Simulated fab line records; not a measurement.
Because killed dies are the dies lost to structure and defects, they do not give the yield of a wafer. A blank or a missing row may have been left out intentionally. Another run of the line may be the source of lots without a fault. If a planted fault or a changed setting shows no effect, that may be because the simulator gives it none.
Struck lot and sound lot, side by side || flow n5_finfet || 14 steps out of a route of 1938
Sound: wafers L895.1, L895.4, L895.5. Struck: wafers L901.1, L901.4 (left out: L901.5, a lot-mate that was not struck); the cause follows at the end.
For every step that has rows: the tool of each side, followed by ch and its chambers, followed by its first start. Under that, the readings that differ: sound wafers || struck wafers || difference of the means || sigmas: that difference in standard deviations of wafers without a fault.
alike: readings with means less than 2 such deviations apart, plus words and numbers identical on both sides. not compared: withheld readings, readings lacking a value on some wafer, bounds such as >300 that could conceal the same value, and numbers that have no deviation in the record and whose values overlap.
The two part at a step that has a row with sigmas, a row that says differs or no value, or rows on one side only. Non-overlapping numbers with no deviation appear without sigmas and do not part them. A reading that every wafer of one side lacks parts them only if that side has two wafers or more.

first, 3 steps without rows for these wafers: N5_BEOL_M15_PEB_26 (peb time 90 s); N5_BEOL_M15_DEVELOP_27 (develop time 45 s); N5_BEOL_M15_HARDBAKE_32 (time 120 s).
N5_BEOL_M15_CD_MEAS_28: the cd target is 407.6 nm.
  sound on cd_sem-01 ch 0, day 12 11:27; struck on cd_sem-01 ch 0, day 13 18:30
  alike: cd_nm
N5_BEOL_M15_OVL_MEAS_29:
  sound on overlay-01 ch 0, day 12 11:29; struck on overlay-02 ch 0, day 13 18:32
  alike: M15_OVL
N5_BEOL_M15_INSPECT_30: inspects for defects (macro).
  sound on defect_inspect-02, day 12 11:30; struck on defect_inspect-02, day 13 18:34
  alike: raw_defect_count
N5_BEOL_M15_DESCUM_33: chemistry O2, time 7.9 s.
  sound on rie_diel-03 ch 0,2, day 12 12:38; struck on rie_diel-03 ch 2,3, day 13 18:37
  alike: drypump_motor_current_A, oes_product_au, rf_vpp_V, showerhead_plenum_p_Torr, throttle_valve_pct
  not compared: rf_hours_counter_h
N5_BEOL_M15_ETCH_61: etches BARC in N2/H2, target depth 89 nm, overetch 26.7 nm, time 67.9 s.
  sound on rie_diel-03 ch 0,2, day 12 12:40; struck on rie_diel-03 ch 2,3, day 13 18:40
  alike: drypump_motor_current_A, h2_flow_sccm, oes_product_au, rf_vpp_V, showerhead_plenum_p_Torr, throttle_valve_pct
  not compared: rf_hours_counter_h
N5_BEOL_M15_TRENCH_ETCH_34: etches SiO2 in C4F8/O2/Ar, target depth 872.93 nm, time 199 s.
  sound on rie_diel-03 ch 0,2, day 12 12:44; struck on rie_diel-03 ch 2,3, day 13 18:43
  alike: drypump_motor_current_A, mfc_ar_sccm, oes_product_au, rf_vpp_V, showerhead_plenum_p_Torr, throttle_valve_pct
  not compared: rf_hours_counter_h
N5_BEOL_M15_STRIP_36: strips in O2.
  sound on rie_diel-03 ch 2,3, day 12 14:10; struck on rie_diel-02 ch 3, day 13 20:41
{"reading": "drypump_motor_current_A (A)", "sound": "5.6 5.0 5.6", "struck": "6.6 6.6", "difference": "+1.2", "sigmas": "+2"}
  alike: chamber_pressure_mTorr, oes_product_au, rf_vpp_V, showerhead_plenum_p_Torr, throttle_valve_pct
  not compared: rf_hours_counter_h
N5_BEOL_M15_STRIP_62: strips in O2.
  sound: rie_diel-03 ch 2,3; struck: rie_diel-02 ch 3
{"reading": "drypump_motor_current_A (A)", "sound": "5.6 5.0 5.6", "struck": "6.6 6.5", "difference": "+1.2", "sigmas": "+2"}
  alike: chamber_pressure_mTorr, oes_product_au, rf_vpp_V, showerhead_plenum_p_Torr, throttle_valve_pct
  not compared: rf_hours_counter_h
N5_BEOL_M15_STRIP_37: strips in O2.
  sound on rie_diel-03 ch 2,3, day 12 14:15; struck on rie_diel-02 ch 3, day 13 20:46
{"reading": "chamber_pressure_mTorr (mTorr)", "sound": "29.99 30.06 30.02", "struck": "21.00 20.95", "difference": -9.05, "sigmas": "-99 or more"}
  alike: drypump_motor_current_A, oes_product_au, rf_vpp_V, showerhead_plenum_p_Torr, throttle_valve_pct
  not compared: rf_hours_counter_h
then, 2 steps without rows for these wafers: N5_BEOL_M15_ETCH_38 (etches SiCN in CF4/N2, target depth 106.4 nm, time 120.5 s); N5_PASSIVATION_PROBE_49.

## WHERE THEY PART
First at N5_BEOL_M15_STRIP_36; last, within this record, at N5_BEOL_M15_STRIP_37.

WHY: whatever the simulator had introduced
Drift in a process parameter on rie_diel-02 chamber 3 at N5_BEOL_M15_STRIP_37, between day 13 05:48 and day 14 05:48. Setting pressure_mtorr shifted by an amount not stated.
